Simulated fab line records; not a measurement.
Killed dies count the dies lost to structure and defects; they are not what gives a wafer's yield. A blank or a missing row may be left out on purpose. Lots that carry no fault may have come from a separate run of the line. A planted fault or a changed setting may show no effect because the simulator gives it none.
The tool behind it: which one? || flow nand-harc || Sampling: 12 lots, 36 wafers, 4 of 1302 route steps

== WHAT THE GAUGES SHOWED, per wafer ==
NHARC_A_CONTACT_INSPECT_10.
{"lot": "L075", "measured": "day 23 01:52", "on": "defect-inspect-01", "raw-defect-count": "100 99 104"}
{"lot": "L076", "measured": "day 23 07:44", "on": "defect-inspect-02", "raw-defect-count": "121 109 114"}
{"lot": "L078", "measured": "day 23 23:39", "on": "defect-inspect-01", "raw-defect-count": "72 61 81"}
{"lot": "L081", "measured": "day 25 07:02", "on": "defect-inspect-02", "raw-defect-count": "159 178 153"}
{"lot": "L082", "measured": "day 27 07:57", "on": "defect-inspect-01", "raw-defect-count": "135 126 115"}
{"lot": "L087", "measured": "day 27 18:11", "on": "defect-inspect-02", "raw-defect-count": "65 63 69"}
{"lot": "L088", "measured": "day 28 03:40", "on": "defect-inspect-02", "raw-defect-count": "99 105 86"}
{"lot": "L089", "measured": "day 28 15:04", "on": "defect-inspect-01", "raw-defect-count": "17 22 28"}
{"lot": "L090", "measured": "day 29 05:11", "on": "defect-inspect-02", "raw-defect-count": "112 101 109"}
{"lot": "L092", "measured": "day 30 10:17", "on": "defect-inspect-02", "raw-defect-count": "127 119 130"}
{"lot": "L096", "measured": "day 31 06:52", "on": "defect-inspect-01", "raw-defect-count": "76 81 82"}
{"lot": "L097", "measured": "day 32 17:54", "on": "defect-inspect-01", "raw-defect-count": "61 51 49"}

== TOOL THAT RAN EACH LOT (tool first, then ch and the chambers of the sampled wafers, then the start) ==
{"lot": "L075", "NHARC_A_CONTACT_ETCH_76": "rie-diel-08 ch 0,1,2, day 22 18:39 or earlier", "NHARC_A_CONTACT_ETCH_125": "har-cap-etch-01 ch 0,1, day 22 18:39", "NHARC_A_CONTACT_DEP_84": "acl-dep-03 ch 0, day 22 23:35"}
{"lot": "L076", "NHARC_A_CONTACT_ETCH_76": "rie-diel-08 ch 0,1,3, day 23 00:41 or earlier", "NHARC_A_CONTACT_ETCH_125": "har-cap-etch-01 ch 0,1, day 23 00:41", "NHARC_A_CONTACT_DEP_84": "acl-dep-03 ch 0, day 23 05:16"}
{"lot": "L078", "NHARC_A_CONTACT_ETCH_76": "rie-diel-03 ch 0,1,3, day 23 17:36 or earlier", "NHARC_A_CONTACT_ETCH_125": "har-cap-etch-03 ch 0, day 23 17:36", "NHARC_A_CONTACT_DEP_84": "acl-dep-03 ch 0, day 23 21:09"}
{"lot": "L081", "NHARC_A_CONTACT_ETCH_76": "rie-diel-08 ch 0,2, day 24 23:35 or earlier", "NHARC_A_CONTACT_ETCH_125": "har-cap-etch-03 ch 0,1, day 24 23:35", "NHARC_A_CONTACT_DEP_84": "acl-dep-02 ch 0, day 25 04:52"}
{"lot": "L082", "NHARC_A_CONTACT_ETCH_76": "rie-diel-01 ch 0,1, day 26 15:29 or earlier", "NHARC_A_CONTACT_ETCH_125": "har-cap-etch-01 ch 0,1, day 26 15:29", "NHARC_A_CONTACT_DEP_84": "acl-dep-03 ch 0, day 27 05:22"}
{"lot": "L087", "NHARC_A_CONTACT_ETCH_76": "rie-diel-08 ch 1,2,3, day 27 07:26 or earlier", "NHARC_A_CONTACT_ETCH_125": "har-cap-etch-02 ch 0,1, day 27 07:26", "NHARC_A_CONTACT_DEP_84": "acl-dep-02 ch 0, day 27 15:45"}
{"lot": "L088", "NHARC_A_CONTACT_ETCH_76": "rie-diel-08 ch 0,1, day 27 19:04 or earlier", "NHARC_A_CONTACT_ETCH_125": "har-cap-etch-02 ch 0,1, day 27 19:04", "NHARC_A_CONTACT_DEP_84": "acl-dep-03 ch 0, day 28 01:29"}
{"lot": "L089", "NHARC_A_CONTACT_ETCH_76": "rie-diel-03 ch 0,1, day 28 08:35 or earlier", "NHARC_A_CONTACT_ETCH_125": "har-cap-etch-03 ch 0,1, day 28 08:35", "NHARC_A_CONTACT_DEP_84": "acl-dep-02 ch 0, day 28 12:28"}
{"lot": "L090", "NHARC_A_CONTACT_ETCH_76": "rie-diel-01 ch 0,1, day 28 23:10 or earlier", "NHARC_A_CONTACT_ETCH_125": "har-cap-etch-02 ch 0,1, day 28 23:10", "NHARC_A_CONTACT_DEP_84": "acl-dep-02 ch 0, day 29 02:35"}
{"lot": "L092", "NHARC_A_CONTACT_ETCH_76": "rie-diel-01 ch 0,1, day 30 03:59 or earlier", "NHARC_A_CONTACT_ETCH_125": "har-cap-etch-01 ch 0,1, day 30 03:59", "NHARC_A_CONTACT_DEP_84": "acl-dep-01 ch 0, day 30 08:24"}
{"lot": "L096", "NHARC_A_CONTACT_ETCH_76": "rie-diel-03 ch 0,1,2, day 31 00:22 or earlier", "NHARC_A_CONTACT_ETCH_125": "har-cap-etch-01 ch 0,1, day 31 00:22", "NHARC_A_CONTACT_DEP_84": "acl-dep-02 ch 0, day 31 04:41"}
{"lot": "L097", "NHARC_A_CONTACT_ETCH_76": "rie-diel-01 ch 0,1,2, day 32 09:22 or earlier", "NHARC_A_CONTACT_ETCH_125": "har-cap-etch-03 ch 0,1, day 32 09:22", "NHARC_A_CONTACT_DEP_84": "acl-dep-02 ch 0, day 32 16:18"}
- NHARC_A_CONTACT_ETCH_76: etches the open film in N2/H2, target depth 260 nm, time 475.3 s.
- NHARC_A_CONTACT_ETCH_125: etches the open film in C4F8/O2/Ar, time 197 s, target depth 1918 nm.
- NHARC_A_CONTACT_DEP_84: deposits aC, target thk 2800 nm.

== THE ANSWER, worked out from the rows above alone ==
Rule: what is usual is taken from the lots themselves. Put in order of their means at a reading, lots are off if they are a third of the lots or fewer, leave a main group of 4 or more, and stand apart from it by a gap of 3 or more times the standard deviation of the main group's means; of several such gaps the widest counts. A main group is skipped when, at the precision printed for the reading in the tables above, its means are all equal. Also off: a lot with no number at a reading for which 4 or more lots have one. Any other lot the step has rows for is counted as sound.
Nothing can be told from this: no lot is off at any reading shown.

== WHAT THE SIMULATOR HAD PUT IN ==
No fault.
